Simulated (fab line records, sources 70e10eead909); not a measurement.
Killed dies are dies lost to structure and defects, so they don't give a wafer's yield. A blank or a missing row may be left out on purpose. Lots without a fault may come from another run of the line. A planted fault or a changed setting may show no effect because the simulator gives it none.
fab line records | flow nand_harc | part 2 of 2: steps 22 to 27 of 27
record lots=5 wafers=15 last_day=24
route steps=1159 shown A_STAIRCASE@530
lots that met no fault: from a run of the same line without faults
start_h: hours from the record's first day to the start of the lot's first wafer shown | wait_h: hours since the lot's step before | " the same as in the row above | L1.1+2: a row that stands for several wafers | - no value, or no start given | * or withheld: withheld | < > ~ a bound
route shown NAME@n: a module of which the file shows steps, and the number in the route of the first | usual: mean/standard deviation of fault-free wafers | same: alike in all rows | chamber/n: place in a boat | sites: the reading at each site | _std_site: their standard deviation | _edge_site: outer sites' mean less inner sites' | radius_mm: how far each site lies from the wafer's centre | mask NAME#n: copy n | behind: the tool/chamber that last shaped the wafer | hold: why the lot was held/for how many hours/how that ended | device: the transistor (n, p or np) that didn't switch | end of line: the same wafers' tests at the end of the route | a step without rows: its recipe alone | killed: dies lost to structure and defects at the first sort, not the wafer's yield | map: a wafer's dies, x killed, . not, _ none there
set.NAME: the setting as run; set.NAME@STEP: as run at that earlier step | model.NAME: the simulator's own value behind a step, which no gauge read
lots at some steps of the route; a table a step, a row a wafer
services: from which hour (start_h, from the record's first day; less than 0 if before it) a tool's chamber was out of use, for how many hours, and why
## steps
# step NHARC_A_STAIRCASE_TRIM_16
# recipe time_s=211.2 o2_flow_sccm=500 ar_flow_sccm=0 bias_w=0 chemistry=O2
# usual chamber_pressure_mTorr=60.00/0.051 drypump_motor_current_A=5.6/0.43 oes_product_au=1.001/0.009 rf_vpp_V=57.8/0.84 showerhead_plenum_p_Torr=3.59/0.13 throttle_valve_pct=17.035/0.0088
# columns lot.wafer tool chamber start_h wait_h chamber_pressure_mTorr drypump_motor_current_A oes_product_au rf_hours_counter_h rf_vpp_V showerhead_plenum_p_Torr throttle_valve_pct
L076.4 rie_diel-07 0 - - 59.97 5.5 1.004 2 56.9 3.56 17.042
L076.1 " 1 " " 60.03 5.6 0.998 2 58.2 3.69 17.026
L076.5 " 3 " " 60.07 6.5 0.991 - 57.6 3.66 17.046
L081.3 rie_diel-10 2 - - 60.06 5.7 1.004 35 58.1 3.31 17.029
L081.6 " 0 " " 59.96 5.4 0.997 - 57.3 3.57 17.023
L081.4 " 2 " " 60.01 5.7 1.002 - 57.6 3.31 17.030
L083.2 rie_diel-10 0 - - 60.06 5.3 1.008 38 57.7 3.57 17.039
L083.3 " 2 " " 60.09 5.7 0.999 38 57.2 3.31 17.029
L083.6 " 0 " " 59.95 5.4 0.996 - 58.0 3.57 17.050
L091.1 rie_diel-07 3 - - 59.97 6.5 1.005 33 56.4 3.64 17.033
L091.4 " 0 " " 60.00 5.5 1.000 31 58.7 3.54 17.047
L091.5 " 2 " " 59.95 5.2 0.999 - 59.1 3.75 17.044
L096.2 rie_diel-07 1 - - 59.96 5.7 0.994 45 57.5 3.67 17.040
L096.6 " 0 " " 59.87 5.6 1.001 - 58.6 3.53 17.035
L096.5 " 1 " " 60.04 5.7 1.002 - 57.9 3.67 17.032
# step NHARC_A_STAIRCASE_ETCH_17
# recipe target_depth_a=1000 time_s=40.5 ion_energy_ev=400 c4f8_flow_sccm=20 o2_flow_sccm=10 ar_flow_sccm=withheld rf_w=600 bias_w=1000 chemistry=C4F8/O2
# usual chamber_pressure_mTorr=25.002/0.022 oes_product_au=0.941/0.011 rf_vpp_V=898/5
# columns lot.wafer tool chamber start_h wait_h chamber_pressure_mTorr oes_product_au rf_hours_counter_h rf_vpp_V
L076.1 rie_diel-07 1 - - 24.985 0.949 2 903
L076.4 " 2 " " 25.019 0.942 2 905
L076.5 " 1 " " 24.976 0.937 - 902
L081.3 rie_diel-10 2 - - 25.016 0.945 35 887
L081.4 " 0 " " 25.028 0.946 - 896
L081.6 " 1 " " 24.980 0.958 - 901
L083.3 rie_diel-10 2 - - 24.958 0.938 39 888
L083.2 " 3 " " 25.019 0.940 32 897
L083.6 " 1 " " 25.009 0.943 - 900
L091.4 rie_diel-07 0 - - 25.030 0.951 31 895
L091.1 " 2 " " 25.004 0.930 32 902
L091.5 " 0 " " 25.056 0.934 - 897
L096.2 rie_diel-07 2 - - 25.030 0.939 48 906
L096.6 " 3 " " 25.024 0.955 - 900
L096.5 " 0 " " 25.025 0.943 - 897
# step NHARC_A_STAIRCASE_TRIM_18
# recipe time_s=211.2 o2_flow_sccm=500 ar_flow_sccm=0 bias_w=0 chemistry=O2
# usual chamber_pressure_mTorr=60.00/0.068 drypump_motor_current_A=5.6/0.42 oes_product_au=1.001/0.009 rf_vpp_V=57.9/0.82 showerhead_plenum_p_Torr=3.59/0.13 throttle_valve_pct=17.036/0.0098
# columns lot.wafer tool chamber start_h wait_h chamber_pressure_mTorr drypump_motor_current_A oes_product_au rf_hours_counter_h rf_vpp_V showerhead_plenum_p_Torr throttle_valve_pct
L076.4 rie_diel-07 3 - - 60.09 6.5 0.994 2 57.3 3.66 17.045
L076.1 " 1 " " 59.95 5.7 0.997 2 57.6 3.69 17.034
L076.5 " 2 " " 59.95 5.2 1.002 - 58.4 3.77 17.049
L081.3 rie_diel-10 1 - - 59.96 5.4 1.009 35 56.9 3.67 17.055
L081.6 " 2 " " 59.89 5.8 1.007 - 58.6 3.31 17.040
L081.4 " 1 " " 59.99 5.4 1.011 - 58.2 3.67 17.031
L083.2 rie_diel-10 3 - - 59.95 5.4 1.011 32 57.0 3.59 17.033
L083.3 " 0 " " 60.01 5.4 1.016 38 58.0 3.57 17.019
L083.6 " 3 " " 60.07 5.4 1.013 - 58.2 3.59 17.038
L091.4 rie_diel-07 0 - - 60.02 5.5 0.988 31 57.1 3.54 17.046
L091.1 " 2 " " 59.84 5.2 0.996 32 58.6 3.75 17.035
L091.5 " 3 " " 59.94 6.5 0.997 - 58.4 3.64 17.022
L096.2 rie_diel-07 2 - - 60.05 5.2 0.986 48 57.3 3.74 17.033
L096.6 " 0 " " 60.04 5.5 1.009 - 58.1 3.54 17.043
L096.5 " 1 " " 59.97 5.7 0.998 - 58.3 3.67 17.042
# step NHARC_A_STAIRCASE_ETCH_19
# recipe target_depth_a=1000 time_s=40.5 ion_energy_ev=400 c4f8_flow_sccm=20 o2_flow_sccm=10 ar_flow_sccm=withheld rf_w=600 bias_w=1000 chemistry=C4F8/O2
# usual chamber_pressure_mTorr=25.001/0.024 oes_product_au=0.941/0.011 rf_vpp_V=898/5
# columns lot.wafer tool chamber start_h wait_h chamber_pressure_mTorr oes_product_au rf_hours_counter_h rf_vpp_V
L076.4 rie_diel-07 2 - - 25.005 0.946 2 904
L076.1 " 3 " " 25.009 0.937 2 903
L076.5 " 0 " " 24.990 0.958 - 897
L081.3 rie_diel-10 1 - - 24.983 0.953 35 900
L081.6 " 1 " " 25.017 0.947 - 902
L081.4 " 0 " " 25.030 0.946 - 896
L083.2 rie_diel-10 0 - - 24.986 0.939 39 898
L083.3 " 1 " " 24.987 0.935 40 899
L083.6 " 3 " " 24.999 0.921 - 898
L091.1 rie_diel-07 3 - - 24.974 0.935 33 899
L091.4 " 0 " " 25.002 0.941 32 897
L091.5 " 1 " " 24.986 0.952 - 902
L096.2 rie_diel-07 0 - - 25.051 0.956 46 897
L096.6 " 0 " " 25.019 0.949 - 898
L096.5 " 1 " " 24.996 0.931 - 901
# step NHARC_A_STAIRCASE_TRIM_20
# recipe time_s=211.2 o2_flow_sccm=500 ar_flow_sccm=0 bias_w=0 chemistry=O2
# usual chamber_pressure_mTorr=60.00/0.052 drypump_motor_current_A=5.6/0.46 oes_product_au=0.998/0.0084 rf_vpp_V=57.9/0.91 showerhead_plenum_p_Torr=3.60/0.13 throttle_valve_pct=17.038/0.0091
# columns lot.wafer tool chamber start_h wait_h chamber_pressure_mTorr drypump_motor_current_A oes_product_au rf_hours_counter_h rf_vpp_V showerhead_plenum_p_Torr throttle_valve_pct
L076.4 rie_diel-09 2 247.78 0.1 59.93 6.4 1.003 59 58.9 3.64 17.053
L076.1 " 3 " " 60.01 5.4 0.990 56 58.3 3.58 17.039
L076.5 " 2 " " 59.88 6.4 0.996 - 56.1 3.64 17.041
L081.3 rie_diel-10 0 275.37 0.1 59.90 5.4 1.007 34 58.1 3.57 17.013
L081.6 " 1 " " 59.92 5.4 1.000 - 56.7 3.67 17.043
L081.4 " 0 " " 59.98 5.3 1.013 - 59.2 3.57 17.032
L083.3 rie_diel-07 3 282.82 0.1 60.06 6.4 0.996 16 58.3 3.65 17.034
L083.2 " 1 " " 59.98 5.7 0.988 13 59.5 3.69 17.027
L083.6 " 0 " " 60.05 5.5 1.007 - 57.4 3.55 17.037
L091.1 rie_diel-07 3 339.45 0.1 59.94 6.5 0.991 33 57.8 3.64 17.030
L091.4 " 1 " " 60.04 5.7 0.996 30 57.7 3.68 17.043
L091.5 " 0 " " 59.99 5.5 0.994 - 57.2 3.54 17.046
L096.2 rie_diel-07 3 372.04 0.1 59.98 6.5 1.001 48 57.5 3.63 17.045
L096.6 " 2 " " 60.00 5.2 0.983 - 57.0 3.74 17.021
L096.5 " 3 " " 59.98 6.4 0.992 - 58.2 3.63 17.041
# step NHARC_A_STAIRCASE_ETCH_21
# recipe target_depth_a=1000 time_s=40.5 ion_energy_ev=400 c4f8_flow_sccm=20 o2_flow_sccm=10 ar_flow_sccm=withheld rf_w=600 bias_w=1000 chemistry=C4F8/O2
# usual chamber_pressure_mTorr=24.999/0.023 oes_product_au=0.940/0.017 rf_vpp_V=899/4.8
# columns lot.wafer tool chamber start_h wait_h chamber_pressure_mTorr oes_product_au rf_hours_counter_h rf_vpp_V
L076.4 rie_diel-09 0 - - 25.034 0.939 61 888
L076.1 " 2 " " 24.992 0.926 59 900
L076.5 " 0 " " 24.983 0.928 - 886
L081.3 rie_diel-10 1 - - 25.017 0.934 35 901
L081.6 " 2 " " 24.996 0.926 - 888
L081.4 " 0 " " 24.975 0.924 - 898
L083.3 rie_diel-07 1 - - 25.061 0.959 13 904
L083.2 " 0 " " 24.985 0.951 15 897
L083.6 " 1 " " 25.028 0.964 - 901
L091.4 rie_diel-07 1 - - 25.007 0.959 30 902
L091.1 " 2 " " 24.992 0.945 32 903
L091.5 " 2 " " 25.003 0.942 - 904
L096.2 rie_diel-07 3 - - 24.989 0.941 49 899
L096.5 " 0 " " 25.004 0.946 - 897
L096.6 " 1 " " 24.969 0.947 - 899
## services
# columns tool chamber start_h hours kind
rie_diel-07 - 228.25 9.0 pm
rie_diel-07 0 228.25 9.0 vent_cycle
rie_diel-07 1 228.25 9.0 vent_cycle
rie_diel-07 2 228.25 9.0 vent_cycle
rie_diel-07 3 228.25 9.0 vent_cycle
litho_track-05 - 237.00 7.0 pm
rie_diel-07 0 237.25 - clean
krf_scanner-01 - 244.78 0.3 repair
rie_diel-07 - 245.11 0.2 repair
rie_diel-09 - 254.17 9.0 pm
krf_scanner-01 - 256.01 4.0 pm
wet_bench-05 - 263.32 1.5 repair
rie_diel-10 3 270.08 9.6 repair
plasma_asher-01 - 276.74 9.0 pm
wet_bench-09 - 288.80 8.0 pm
rie_diel-10 0 290.46 1.5 repair
rie_diel-10 - 304.83 1.8 repair
litho_track-02 - 340.00 7.0 pm
rie_diel-10 - 353.62 9.0 pm
plasma_asher-02 - 360.00 9.0 pm
krf_scanner-01 - 361.58 3.5 repair
litho_track-07 - 364.01 7.0 pm
krf_scanner-02 - 364.57 5.7 repair
krf_scanner-01 - 367.23 0.8 repair
